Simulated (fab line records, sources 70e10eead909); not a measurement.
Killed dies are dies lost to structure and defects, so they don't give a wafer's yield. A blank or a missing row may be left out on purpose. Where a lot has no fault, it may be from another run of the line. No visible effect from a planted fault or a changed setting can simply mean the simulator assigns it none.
Chamber matching + flow nand-harc + NHARC_A_STAIRCASE_ALD_420 on ald-hk-03: 4 sister chambers
The step deposits SiO2, target thk 20 nm, pulse time 6 s, ald cycles 200. 8 wafers are shown with their chamber, then 8 later ones without.

== WAFERS PAIRED WITH THEIR CHAMBERS ==
| wafer  | chamber | heater-power-w (W) | precursor-pulse-height-rel |
|--------|---------|--------------------|----------------------------|
| L079.5 | 1       | 419                | 1.021                      |
| L076.1 | 3       | 460                | 1.000                      |
| L076.3 | 1       | 420                | 0.978                      |
| L076.4 | 2       | 391                | 1.047                      |
| L088.2 | 0       | 474                | 1.006                      |
| L088.5 | 3       | 464                | 1.030                      |
| L088.6 | 2       | 430                | 0.992                      |
| L087.4 | 0       | 486                | 1.014                      |

== WAFERS WITH NO CHAMBER GIVEN ==
| wafer  | heater-power-w (W) | precursor-pulse-height-rel |
|--------|--------------------|----------------------------|
| L087.5 | 495                | 1.018                      |
| L087.6 | 423                | 0.960                      |
| L092.2 | 490                | 0.982                      |
| L092.5 | 416                | 0.999                      |
| L092.6 | 431                | 0.997                      |
| L094.1 | 463                | 1.008                      |
| L094.5 | 457                | 1.027                      |
| L094.6 | 438                | 0.984                      |

== WHICH CHAMBER EACH ONE RAN IN ==
| wafer  | from the rows above               | in truth |
|--------|-----------------------------------|----------|
| L087.5 | can't be placed: 0 or 3           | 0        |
| L087.6 | can't be placed: 1 or 2 or 3      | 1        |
| L092.2 | can't be placed: 0 or 3           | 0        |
| L092.5 | can't be placed: 1 or 2           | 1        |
| L092.6 | can't be placed: 1 or 2 or 3      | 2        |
| L094.1 | can't be placed: 3 or 0           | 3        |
| L094.5 | can't be placed: 3 or 0           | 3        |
| L094.6 | can't be placed: 1 or 3 or 2 or 0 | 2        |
Placed correctly: 0 of 8. These rows do not allow placing 8 (true chamber among the candidates in 8). Number placed wrongly: 0.
How it was worked out, from the rows above alone: a wafer's distance from a chamber is the root of the sum, over the readings, of the square of ((its reading less the chamber's mean) divided by the reading's scatter). If the next closest chamber is less than 2 further off than the closest, the wafer can't be placed; otherwise it belongs to the closest. The mean given for a chamber averages the wafers shown for that chamber. The scatter is the square root of a quotient: the sum, over the shown wafers, of each reading's squared deviation from its chamber's mean, divided by wafers minus chambers.
